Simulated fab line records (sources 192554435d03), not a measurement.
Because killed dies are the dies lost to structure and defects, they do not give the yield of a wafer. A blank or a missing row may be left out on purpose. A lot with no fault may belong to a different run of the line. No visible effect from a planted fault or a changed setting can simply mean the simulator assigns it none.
Comparing a struck lot with a sound one || flow n5 finfet || 18 steps out of a route of 1938
Sound: wafers L571.1, L571.3, L571.6. The struck wafers were L581.1, L581.2, L581.6. The cause is named last.
At each step with rows: each side's tool, then ch and its chambers, then its first start. Under that, the readings that differ: sound wafers || struck wafers || difference of the means || sigmas: that difference in standard deviations of wafers without a fault.
alike: words and numbers the same on both sides, and readings whose means are apart by under 2 such deviations; not compared: readings that were withheld, readings missing a value for some wafer, numbers with overlapping values and no deviation given by the record, and bounds like >300 which may hide the same value.
Wherever a step has rows on one side only, a row that says differs or no value, or a row with sigmas, the two part there. Numbers that have no deviation but don't overlap get no sigmas and don't part them. A reading missing from all wafers of one side parts the sides only when that side holds two or more wafers.

N5_START_INSPECT_01: inspects for defects (unpatterned scan).
  sound on defect inspect-01, day 3 12:02; struck on defect inspect-02, day 6 00:02
  alike: raw defect count
then, 2 steps without rows for these wafers: N5_ZERO_LAYER_PRECLEAN_00 (cleans in SPM, time 600 s); N5_ZERO_LAYER_SRD_01 (time 30 s, dry time 30 s).
N5_ZERO_LAYER_PECVD_02: deposits SiO2 from SiH4/N2O, target thk 10 nm, time 6 s.
  sound on pecvd-01 ch 0,2, day 3 12:17; struck on pecvd-04 ch 0,1, day 6 00:17
  alike: heater power w, showerhead plenum p Torr, susceptor temp C
  not compared: since wet clean h
then, 4 steps without rows for these wafers: N5_ZERO_LAYER_HMDS_04 (time 60 s); N5_ZERO_LAYER_COAT_05 (resist thk 1000 nm); N5_ZERO_LAYER_EBR_07; N5_ZERO_LAYER_SOFTBAKE_06 (time 90 s).
N5_ZERO_LAYER_EXPOSE_08: exposes mask ZERO, defocus 0 nm, target cd 2000 nm.
  sound on krf scanner-01 ch 0, day 3 12:37; struck on krf scanner-01 ch 0, day 6 00:28
{"reading": "exposure dose mJ cm2", "sound": "16.213 16.205 16.186", "struck": "13.773 13.741 13.771", "difference": -2.440, "sigmas": "-99 or more"}
  alike: mask, reticle temp C
then, 3 steps without rows for these wafers: N5_ZERO_LAYER_PEB_09; N5_ZERO_LAYER_DEVELOP_10 (develop time 60 s); N5_ZERO_LAYER_HARDBAKE_23 (time 120 s).
N5_ZERO_LAYER_CD_MEAS_11 targets a cd of 2000 nm.
  sound on cd sem-03 ch 0, day 3 12:47; struck on cd sem-01 ch 0, day 6 00:38
{"reading": "cd nm (nm)", "sound": "2000.9 1996.3 2000.0", "struck": "1968.1 1969.8 1964.6", "difference": -31.6, "sigmas": -13}
N5_ZERO_LAYER_DESCUM_16: chemistry O2, time 7.9 s.
  sound on rie diel-01 ch 0,3, day 3 12:50; struck on rie diel-05 ch 1,2,3, day 6 00:41
{"reading": "throttle valve pct (%)", "sound": "20.08 19.93 19.97", "struck": "19.93 21.01 20.72", "difference": "+0.56", "sigmas": "+2"}
{"reading": "model.ZERO_LAYER.cd nm (nm)", "sound": "2001 1996 2000", "struck": "1968 1969 1964", "difference": -32, "sigmas": ""}
  alike: drypump motor current A, oes product au, rf vpp V, showerhead plenum p Torr
  not compared: rf hours counter h
N5_ZERO_LAYER_ETCH_17: etches SiO2 in CF4, target depth 12 nm, time 13.3 s.
  sound on rie diel-01 ch 0,3, day 3 12:52; struck on rie diel-05 ch 1,2,3, day 6 00:43
  alike: bias w, drypump motor current A, oes product au, rf vpp V, showerhead plenum p Torr, throttle valve pct
  not compared: rf hours counter h
N5_ZERO_LAYER_ETCH_18: etches Si in HBr/Cl2, target depth 120 nm, time 40 s.
  sound on rie si-04 ch 1,3, day 3 12:56; struck on rie si-01 ch 0,1,2, day 6 00:47
{"reading": "model.ZERO_LAYER.cd nm (nm)", "sound": "2001 1996 2000", "struck": "1968 1969 1964", "difference": -32, "sigmas": ""}
  alike: HBr_flow_sccm, bias w, drypump motor current A, mfc cl2 sccm, oes product au, throttle valve pct
  not compared: rf hours counter h
N5_ZERO_LAYER_STRIP_24: strips in O2.
  sound on plasma asher-01 ch 0,1, day 3 13:02; struck on plasma asher-01 ch 0,1, day 6 00:53
  alike: drypump motor current A, heater power w, oes product au, strip time to endpoint s
  not compared: rf hours counter h
N5_PASSIVATION_PROBE_49:
  the record holds rows for the sound wafers here (prober-01, day 16 12:03) but none for the struck ones

== WHERE THEY PART ==
First at N5_ZERO_LAYER_EXPOSE_08; last, within this record, at N5_PASSIVATION_PROBE_49.

WHY: whatever the simulator had introduced
Drift in process parameters on krf scanner-01 at N5_ZERO_LAYER_EXPOSE_08, starting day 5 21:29. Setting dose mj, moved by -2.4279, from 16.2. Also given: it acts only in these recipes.
